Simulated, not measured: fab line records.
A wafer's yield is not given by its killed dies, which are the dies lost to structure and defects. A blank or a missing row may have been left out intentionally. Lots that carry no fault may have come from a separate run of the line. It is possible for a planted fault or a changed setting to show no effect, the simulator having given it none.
A struck lot beside a sound one | flow n5_finfet | 41 out of 1938 route steps
Sound: wafers L224.1, L224.3, L224.5. Struck: wafers L219.2, L219.4, L219.5. At the end, the cause is stated.
At each step with rows: each side's tool, then ch and its chambers, then its first start. Under that, the readings that differ: sound wafers | struck wafers | difference of the means | sigmas: that difference in standard deviations of wafers without a fault.
alike: readings with means less than 2 such deviations apart, plus words and numbers identical on both sides. not compared: withheld readings, readings lacking a value on some wafer, bounds such as >300 that could conceal the same value, and numbers that have no deviation in the record and whose values overlap.
The two part at a step that has a row with sigmas, a row that says differs or no value, or rows on one side only. Numbers that don't overlap but have no deviation are shown without sigmas and don't part them. Lack of a reading on every wafer of one side parts them only where that side has two or more wafers.

first, 9 steps without rows for these wafers: N5_BEOL_M4_ANNEAL_95 (time 240 s); N5_BEOL_M4_SPUTTER_96 (material Cu, target thk 4.5 nm, time 8.29 s); N5_BEOL_M4_ECD_50 (material Cu, target thk 300 nm); N5_BEOL_M4_ANNEAL_51 (time 90 s); N5_BEOL_M4_CMP_52 (polishes, stops on SiOC, t overpolish 6.8 s, target thk 40 nm); N5_BEOL_M4_PRE_CLEAN_60 (time 15 s); N5_BEOL_M4_CO_CAP_55 (material Co, precursor CCTBA/H2, target thk 2 nm, time 102.1 s); N5_BEOL_M4_PRE_CLEAN_56 (time 15 s); N5_BEOL_M4_DEP_57 (deposits SiCN from 3MS/NH3, target thk 8 nm, time 14 s).
N5_BEOL_M4_RC_MEAS_101:
  sound on prober-01 ch 0, day 12 19:57; struck on prober-02 ch 0, day 11 13:17
  alike: DIBL_N, DIBL_P, IOFF_N, IOFF_P, ION_N, ION_P, SS_N, SS_P, VT_N, VT_P
then, 24 steps without rows for these wafers: N5_BEOL_M5_ILD_DEP_00 (deposits SiCOH lowk from DEMS/porogen, target thk 140.64 nm, time 25.9 s); N5_BEOL_M5_CURE_79 (cures SiCOH lowk, time 240 s); N5_BEOL_M5_PECVD_70 (deposits SiO2 from TEOS/O2, target thk 16 nm, time 18 s); N5_BEOL_M5_HM_DEP_02 (deposits TiN, target thk 20 nm); N5_BEOL_M5_COAT_59 (time 60 s, resist thk 60 nm); N5_BEOL_M5_COAT_60 (time 60 s, resist thk 12 nm); N5_BEOL_M5_COAT_71 (time 60 s, resist thk 5 nm); N5_BEOL_M5_COAT_05 (resist thk 30 nm); N5_BEOL_M5_EBR_07; N5_BEOL_M5_SOFTBAKE_06 (time 60 s); N5_BEOL_M5_EXPOSE_08 (exposes mask M5, target cd 28 nm); N5_BEOL_M5_PEB_09 (peb time 60 s); N5_BEOL_M5_DEVELOP_10 (develop time 30 s); N5_BEOL_M5_DESCUM_16 (chemistry O2, time 7 s); N5_BEOL_M5_ETCH_72 (etches underlayer in N2/H2, target depth 6.5 nm, time 5.2 s); N5_BEOL_M5_ETCH_61 (etches SiARC in CF4, target depth 15.6 nm, time 26 s); N5_BEOL_M5_ETCH_62 (etches SOC in N2/H2, target depth 75 nm, overetch 15 nm, time 112.5 s); N5_BEOL_M5_STRIP_63 (strips in N2/H2); N5_BEOL_M5_STRIP_73 (strips in N2/H2); N5_BEOL_M5_STRIP_64 (strips in CF4); N5_BEOL_M5_HM_OPEN_17 (chemistry Cl2/BCl3, target TiN, target depth 20 nm, overetch 6 nm); N5_BEOL_M5_STRIP_19 (strips in O2); N5_BEOL_M5_COAT_65 (time 60 s, resist thk 60 nm); N5_BEOL_M5_COAT_66 (time 60 s, resist thk 12 nm).
-- the record jumps here: 2 days lie between the struck wafers' starts before and after (it left off in module BEOL_M5 and takes up again in module BEOL_M11, whose first step shown is number 1540 of the route) --
N5_BEOL_M11_HM_DEP_02: deposits TiN, target thk 20 nm.
  sound on pvd_sputter-02 at day 15 05:05; struck on pvd_sputter-01 at day 13 22:47
  reading                                     | sound        | struck       | difference | sigmas
  model.TiN_of_BEOL_M11_HM_DEP_02.thk_nm (nm) | 19.8 20 19.8 | 33.8 34 33.6 | +13.9      |
  alike: chamber_pressure_pa, substrate_temp_c, throttle_valve_pct
N5_BEOL_M11_HM_OPEN_17: chemistry Cl2/BCl3, target TiN, target depth 20 nm, overetch 6 nm.
  sound on rie_metal-02 ch 0,1, day 15 05:57; struck on rie_metal-01 ch 0,1, day 13 23:47
  reading                  | sound             | struck          | difference | sigmas
  model.etch.depth_nm (nm) | 19.85 19.93 19.86 | 26.4 26.4 26.49 | +6.6       |
  alike: bias_w, drypump_motor_current_A, mfc_cl2_sccm, oes_product_au, throttle_valve_pct
  not compared: rf_hours_counter_h
N5_BEOL_M11_VIA_ETCH_34: etches SiCOH lowk in C4F6/O2, target depth 184.5 nm, time 69.2 s.
  sound on rie_diel-05 ch 1,2,3, day 15 07:35; struck on rie_diel-02 ch 2,3, day 14 01:50
  reading               | sound          | struck         | difference | sigmas
  oes_product_au (a.u.) | 0.70 1.01 0.92 | 0.27 0.28 0.27 | -0.60      | -6
  alike: bias_w, drypump_motor_current_A, rf_vpp_V, showerhead_plenum_p_Torr, throttle_valve_pct
  not compared: rf_hours_counter_h
N5_BEOL_M11_TRENCH_ETCH_37: etches SiCOH lowk in C4F6/O2, target depth 148.83 nm, time 48 s.
  sound: rie_diel-05 ch 1,2,3; struck: rie_diel-02 ch 2,3
  reading                                     | sound          | struck         | difference | sigmas
  model.TiN_of_BEOL_M11_HM_DEP_02.thk_nm (nm) | 15.8 15.8 15.6 | 29.6 29.8 29.6 | +13.9      |
  alike: bias_w, drypump_motor_current_A, oes_product_au, rf_vpp_V, showerhead_plenum_p_Torr, throttle_valve_pct
  not compared: rf_hours_counter_h
N5_BEOL_M11_OCD_MEAS_38:
  sound on ocd-02 at day 15 07:52; struck on ocd-01 at day 14 02:07
  reading              | sound             | struck | difference                    | sigmas
  trench_depth_nm (nm) | 148.5 150.9 151.2 | - - -  | no value on the struck wafers |
N5_BEOL_M11_CD_MEAS_35 targets a cd of 70 nm.
  sound on cd_sem-02 at day 15 08:01; struck on cd_sem-02 at day 14 02:22
  reading    | sound          | struck | difference                    | sigmas
  cd_nm (nm) | 69.7 70.2 69.9 | - - -  | no value on the struck wafers |
N5_PASSIVATION_PROBE_49:
  sound on prober-01 at day 17 03:16; struck on prober-02 at day 15 20:48
  reading                  | sound          | struck         | difference | sigmas
  defect_limited_yield (%) | 91.1 91.7 90.8 | 0 0 0          | -91        | -65
  killed_at_M4_up          | 13 17 19       | 1088 1100 1097 | +1079      | +99 or more
  killed_dies              | 105 98 108     | 1180 1180 1180 | +1076      | +67
  killed_on_rim            | 11 14 9        | 152 152 152    | +141       | +35
  sort_bin_5_function (%)  | 5.3 4.2 5.5    | 95.8 97.5 96.3 | +91.5      | +94
  sort_n_pass              | 1075 1082 1072 | 0 0 0          | -1076      | -67
  sort_yield_pct (%)       | 91.1 91.7 90.8 | 0 0 0          | -91        | -65
  alike: killed_at_M0_to_M3, killed_at_contacts, killed_at_front_end, killed_at_other, killed_open, killed_short, sort_bin_6_memory

WHERE THEY PART
Earliest at N5_BEOL_M11_VIA_ETCH_34; latest, in this record, at N5_PASSIVATION_PROBE_49.

WHY: whatever the simulator had introduced
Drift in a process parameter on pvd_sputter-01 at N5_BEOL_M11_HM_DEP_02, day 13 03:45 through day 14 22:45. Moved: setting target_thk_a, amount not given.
